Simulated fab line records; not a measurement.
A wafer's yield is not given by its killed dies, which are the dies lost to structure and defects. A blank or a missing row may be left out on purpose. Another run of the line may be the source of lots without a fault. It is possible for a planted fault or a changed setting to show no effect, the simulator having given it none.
Split-lot trial | flow n5 finfet | 21 wafers read from 7 lots, route of 1938 steps

== ON THE SPLIT ==
At N5_BEOL_M6_DESCUM_33 (chemistry O2, time 7 s), the setting time s was moved away from the recipe's 7 s on 9 of the 21 wafers read, by -21.1% to +18.0%. For the rest of the wafers, this setting stayed at what the recipe calls for.

Reading taken at the split's own step.

== THE READING ==
CAR-EUV_of_BEOL_M6_COAT_22.thk nm (the simulator's own value, which no gauge read), in nm, at N5_BEOL_M6_DESCUM_33 (chemistry O2, time 7 s). No usual value for it is given in the file. The 12 wafers here that ran the recipe average 26.1 nm, standard deviation 0.12 nm.

wafer  | tool, chamber at the split | time s as run, s | against the recipe | CAR-EUV_of_BEOL_M6_COAT_22.thk nm, nm | against lot-mates on the recipe
L077.2 | rie diel-02, 3,0           | 5.76             | -17.7%             | 26.6                                  | +0.4
L077.5 | rie diel-02, 3,0           | 5.76             | -17.7%             | 26.6                                  | +0.4
L077.6 | rie diel-02, 1             | 7                | recipe             | 26.2                                  | -
L080.2 | rie diel-05, 2,3,3         | 7.539            | +7.7%              | 25.8                                  | no lot-mate on the recipe
L080.3 | rie diel-05, 2,3,3         | 7.539            | +7.7%              | 25.8                                  | no lot-mate on the recipe
L080.5 | rie diel-05, 2,3,3         | 7.539            | +7.7%              | 25.8                                  | no lot-mate on the recipe
L085.2 | rie diel-02, 2             | 7                | recipe             | 26.4                                  | -
L085.3 | rie diel-02, 1,2           | 7                | recipe             | 26.2                                  | -
L085.5 | rie diel-02, 1,2           | 7                | recipe             | 26.2                                  | -
L090.2 | rie diel-05, 3,2,3         | 7                | recipe             | 26.2                                  | -
L090.4 | rie diel-05, 3,2,3         | 7                | recipe             | 26.2                                  | -
L090.6 | rie diel-05, 3,2,3         | 7                | recipe             | 26.2                                  | -
L093.1 | rie diel-01, 3,0           | 7                | recipe             | 26                                    | -
L093.6 | rie diel-01, 3,0           | 7                | recipe             | 26                                    | -
L093.5 | rie diel-01, 1             | 5.52             | -21.1%             | 27                                    | +1.0
L096.3 | rie diel-05, 2             | 7.591            | +8.4%              | 25.8                                  | -0.2
L096.4 | rie diel-05, 3             | 7.591            | +8.4%              | 26                                    | +0.0
L096.6 | rie diel-05, 2             | 7                | recipe             | 26                                    | -
L097.3 | rie diel-05, 3             | 8.259            | +18.0%             | 25.4                                  | -0.6
L097.5 | rie diel-05, 1,0           | 7                | recipe             | 26                                    | -
L097.6 | rie diel-05, 1,0           | 7                | recipe             | 26                                    | -
If several chambers appear in one row, that row covers several wafers at once and the file leaves open which wafer was in which chamber.

THE FIT
A straight line over all 21 wafers: CAR-EUV_of_BEOL_M6_COAT_22.thk nm changes by -0.0347 nm for each +1% of time s; r = -0.94; the points scatter about the line by 0.12 nm.
The same after taking each lot's own level away (the mean of its wafers on the recipe; 18 wafers): -0.0308 nm for each +1%; r = -0.92; scatter 0.13 nm.
Per that fit: largest time s move, reading shift of 0.65 nm.
The span of the lots' own levels, 26.00 to 26.27 nm, comes to 2.1 times the standard deviation stated above.
Hence the slope depends on the lot-to-lot level, as the two fits are not the same.
Check: with one of the wafers moved furthest among these (-21.1%) left out of the fit, the line predicts +0.514 nm for it against its lot-mates. It came out at +1 nm against them.

== THE OTHER SPLITS THESE WAFERS WENT THROUGH ==
Other splits were also applied to these wafers ahead of the reading. Each is held against what the fit with the lots' levels taken away leaves over:
other split on the same wafers | wafers away from the commonest value | r with CAR-EUV_of_BEOL_M6_COAT_22.thk nm (lot level and that fit taken away)
N5_BEOL_M5_COAT_22 spin rpm    | 4                                    | +0.43

== THE FILE'S OWN FIT ==
CAR-EUV_of_BEOL_M6_COAT_22.thk nm changes by -0.0345 nm for each +1% of time s, r = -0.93.
